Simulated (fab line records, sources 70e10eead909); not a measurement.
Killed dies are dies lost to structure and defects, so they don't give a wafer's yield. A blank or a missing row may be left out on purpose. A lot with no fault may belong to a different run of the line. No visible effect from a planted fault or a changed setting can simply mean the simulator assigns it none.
Struck lot and sound lot, side by side || flow nand-harc || 27 steps out of a route of 1302
Sound: these wafers, L914.2, L914.5, L914.6. The struck wafers were L916.2, L916.3, L916.4. The cause comes at the end.
Per side, at each step with rows, come the tool, then ch with its chambers, and then its first start. Under that, the readings that differ: sound wafers || struck wafers || difference of the means || sigmas: that difference in standard deviations of wafers without a fault.
alike: a reading whose means differ by less than 2 such deviations, as well as words and numbers matching on both sides. not compared: withheld readings; readings where some wafer has no value; bounds like >300 that might hide an equal value; numbers whose values overlap and for which the record gives no deviation.
Wherever a step has rows on one side only, a row that says differs or no value, or a row with sigmas, the two part there. Numbers that have no deviation but don't overlap get no sigmas and don't part them. A reading missing from all wafers of one side parts the sides only when that side holds two or more wafers.

NHARC_P_M0_CMP_23: polishes, t overpolish 20 s, target thk 117.54 nm.
  sound on cmp-01 ch 1,2, day 13 09:41; struck on cmp-01 ch 0,1,2, day 14 19:32
  alike: motor-current-A, retaining-ring-pressure-frac, time-to-endpoint-s
NHARC_P_M0_THK_MEAS_24: measures by xrf.
  struck on film-metro-02, day 14 19:50; sound on film-metro-01, day 13 09:59
  alike: thk-nm
after that, 1 step had no rows for these wafers: NHARC_P_M0_SRD_25.
NHARC_P_M0_INSPECT_27:
  struck on defect-inspect-02, day 14 20:00; sound on defect-inspect-02, day 13 10:09
  alike: raw-defect-count
NHARC_P_M0_PRE_CLEAN_31: time 12 s.
  sound on pecvd-04 ch 0,1,2, day 13 10:14; struck on pecvd-03 ch 0,1, day 14 20:04
  alike: heater-power-w
NHARC_P_M0_DEP_32: deposits SiCN, target thk 30 nm.
  sound on pecvd-04 ch 0,1,2, day 13 10:20; struck on pecvd-03 ch 0,1, day 14 20:09
  alike: heater-power-w
then, 5 steps without rows for these wafers: NHARC_P_M1_DEP_00 (deposits SiOC, target thk 182.5 nm); NHARC_P_M1_DEHYDRATE_01 (time 120 s); NHARC_P_M1_HMDS_02 (time 30 s); NHARC_P_M1_COAT_34 (time 65 s); NHARC_P_M1_COAT_03 (resist thk 90 nm).
NHARC_P_M1_SOFTBAKE_04: time 55 s.
  sound on litho-track-01 ch 0, day 13 11:00; struck on litho-track-06 ch 0, day 14 20:00
{"reading": "heater-power-total-W (W)", "sound": "188.33 188.40 188.47", "struck": "152.35 152.24 152.44", "difference": -36.06, "sigmas": "-99 or more"}
then, 4 steps without rows for these wafers: NHARC_P_M1_EBR_05; NHARC_P_M1_EXPOSE_06 (exposes mask P M1, target cd 130 nm); NHARC_P_M1_PEB_07 (peb time 65 s); NHARC_P_M1_DEVELOP_08 (develop time 35 s).
NHARC_P_M1_CD_MEAS_09: target cd 130 nm.
  sound on cd-sem-01 ch 0, day 13 11:33; struck on cd-sem-03 ch 0, day 14 21:24
{"reading": "cd-nm (nm)", "sound": "130.7 131.3 131.0", "struck": "132.3 132.6 132.0", "difference": "+1.3", "sigmas": "+2"}
NHARC_P_M1_OVL_MEAS_10: pitch 260 nm.
  struck on overlay-02, day 14 21:29; sound on overlay-01, day 13 11:38
  alike: overlay-x-nm, overlay-y-nm
NHARC_P_M1_INSPECT_11:
  struck on defect-inspect-02, day 14 21:32; sound on defect-inspect-02, day 13 11:41
  alike: raw-defect-count
NHARC_P_M1_DESCUM_14: chemistry O2, time 3 s.
  sound on rie-diel-06 ch 1,2,3, day 13 11:45; struck on rie-diel-11 ch 0,1,3, day 14 21:35
{"reading": "model.P_M1.cd-nm (nm)", "sound": "131.2 131 131.3", "struck": "132.1 133.1 131.9", "difference": "+1.2", "sigmas": ""}
  alike: drypump-motor-current-A, oes-product-au, rf-vpp-V, showerhead-plenum-p-Torr, throttle-valve-pct
  not compared: rf-hours-counter-h
NHARC_P_M1_ETCH_35: etches the open film in N2/H2, target depth 40 nm, overetch 12 nm, time 43.94 s.
  sound on rie-diel-06 ch 0,2,3, day 13 11:50; struck on rie-diel-11 ch 1,2,3, day 14 21:40
  alike: drypump-motor-current-A, n2-flow-sccm, oes-product-au, rf-vpp-V, showerhead-plenum-p-Torr, throttle-valve-pct
  not compared: rf-hours-counter-h
then, 1 step without rows for these wafers: NHARC_P_M1_ETCH_15 (etches the open film in C4F8/Ar, target depth 182.5 nm, time 91.2 s).
NHARC_P_M1_CD_MEAS_16:
  struck on cd-sem-02, day 14 21:53; sound on cd-sem-01, day 13 12:02
  alike: cd-nm
NHARC_P_M1_STRIP_18: strips in N2/H2.
  sound on rie-diel-09 ch 0,1, day 13 12:07; struck on rie-diel-06 ch 0,1,3, day 14 21:58
{"reading": "throttle-valve-pct (%)", "sound": "14.160 14.155 14.168", "struck": "14.175 14.177 14.191", "difference": "+0.020", "sigmas": "+2"}
  alike: drypump-motor-current-A, n2-flow-sccm, oes-product-au, rf-vpp-V, showerhead-plenum-p-Torr
  not compared: rf-hours-counter-h
NHARC_P_M1_ETCH_28: etches the open film in CF4/N2, target depth 30 nm, time 72.99 s.
  sound on rie-diel-09 ch 2,3; struck on rie-diel-06 ch 0,1,2
{"reading": "model.P_M1.cd-nm (nm)", "sound": "131 130.7 131.3", "struck": "131.7 132.1 131.8", "difference": "+0.9", "sigmas": ""}
  alike: cf4-flow-sccm, drypump-motor-current-A, n2-flow-sccm, oes-product-au, rf-vpp-V, showerhead-plenum-p-Torr, throttle-valve-pct
  not compared: rf-hours-counter-h
then, 2 steps without rows for these wafers: NHARC_P_M1_STRIP_19 (strips in post etch residue remover, time 600 s); NHARC_END_SORT_01.

## WHERE THEY PART
Earliest at NHARC_P_M1_SOFTBAKE_04; latest, in this record, at NHARC_P_M1_STRIP_18. Later steps at which nothing parts them and some readings are alike: NHARC_P_M1_ETCH_28.

WHY: what the simulator had put in
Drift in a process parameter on litho-track-06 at NHARC_P_M1_SOFTBAKE_04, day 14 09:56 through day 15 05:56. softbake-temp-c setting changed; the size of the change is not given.
